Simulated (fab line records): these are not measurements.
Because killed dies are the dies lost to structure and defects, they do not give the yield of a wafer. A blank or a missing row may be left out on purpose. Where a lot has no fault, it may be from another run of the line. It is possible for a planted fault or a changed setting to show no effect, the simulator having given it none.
Matching of chambers -- flow nand-harc -- 4 sister chambers for NHARC_A_CONTACT_ETCH_91 on rie-diel-03
The step etches the open film in CH3F/O2, target depth 40 nm, time 85.7 s. 30 wafers are shown with their chamber, then 12 later ones without.

EACH WAFER AND ITS CHAMBER
wafer,chamber,showerhead-plenum-p-Torr (Torr),drypump-motor-current-A (A),rf-vpp-V (V)
L074.1,3,2.58,4.9,246.5
L074.3,2,2.49,6.3,244.7
L074.6,2,2.49,6.3,244.8
L077.2,3,2.58,4.9,245.3
L077.3,0,2.66,5.4,246.9
L077.5,2,2.49,6.3,243.8
L080.1,0,2.65,5.5,245.8
L080.4,2,2.49,6.3,244.8
L080.6,1,2.35,5.8,241.5
L081.1,3,2.58,4.9,245.4
L081.2,2,2.49,6.3,246.6
L081.5,2,2.49,6.3,244.9
L082.2,1,2.35,5.8,242.5
L082.3,2,2.49,6.3,246.0
L082.5,0,2.65,5.5,248.0
L084.2,1,2.35,5.8,242.6
L084.5,0,2.65,5.4,245.9
L084.6,3,2.57,4.9,244.5
L083.1,3,2.57,4.9,245.4
L083.2,2,2.49,6.3,244.6
L083.4,0,2.65,5.5,245.9
L090.3,1,2.34,5.8,242.2
L090.5,1,2.34,5.8,242.7
L090.6,2,2.48,6.3,245.9
L088.4,3,2.57,4.9,245.2
L088.5,3,2.57,5.0,245.8
L088.6,0,2.65,5.5,245.9
L092.1,1,2.34,5.8,243.2
L092.3,3,2.57,4.9,245.3
L092.4,0,2.65,5.5,246.9

SIGNATURES (means of the wafers above)
reading,chamber 0,chamber 1,chamber 2,chamber 3,scatter within a chamber
showerhead-plenum-p-Torr,2.6514,2.3450,2.4889,2.5737,0.00444
drypump-motor-current-A,5.471,5.800,6.300,4.913,0.0298
rf-vpp-V,246.471,242.450,245.122,245.425,0.734
Rule: for a wafer and a chamber, the distance is found by dividing, reading by reading, the gap between the wafer's reading and the chamber's mean by the reading's scatter, squaring, summing and taking the root. If the next closest chamber is less than 2 further off than the closest, the wafer can't be placed; otherwise it belongs to the closest. The scatter is the square root of a quotient: the sum, over the shown wafers, of each reading's squared deviation from its chamber's mean, divided by wafers minus chambers.

WAFERS WITHOUT THEIR CHAMBER
wafer,showerhead-plenum-p-Torr (Torr),drypump-motor-current-A (A),rf-vpp-V (V)
L091.1,2.48,6.3,244.6
L091.2,2.65,5.5,246.8
L091.5,2.65,5.5,247.1
L094.2,2.34,5.8,244.1
L094.3,2.48,6.3,245.3
L094.4,2.57,4.9,245.8
L093.1,2.65,5.5,245.8
L093.2,2.34,5.8,243.1
L093.6,2.57,5.0,246.0
L097.1,2.48,6.3,244.4
L097.3,2.56,4.9,245.7
L097.5,2.56,4.9,246.4

CHAMBER TAKEN BY EACH
wafer,from the rows above,in truth
L091.1,2,2
L091.2,0,0
L091.5,0,0
L094.2,1,1
L094.3,2,2
L094.4,3,3
L093.1,0,0
L093.2,1,1
L093.6,3,3
L097.1,2,2
L097.3,3,3
L097.5,3,3
Placed correctly: 12 of 12. Can't be placed from these rows: 0. Number placed wrongly: 0.
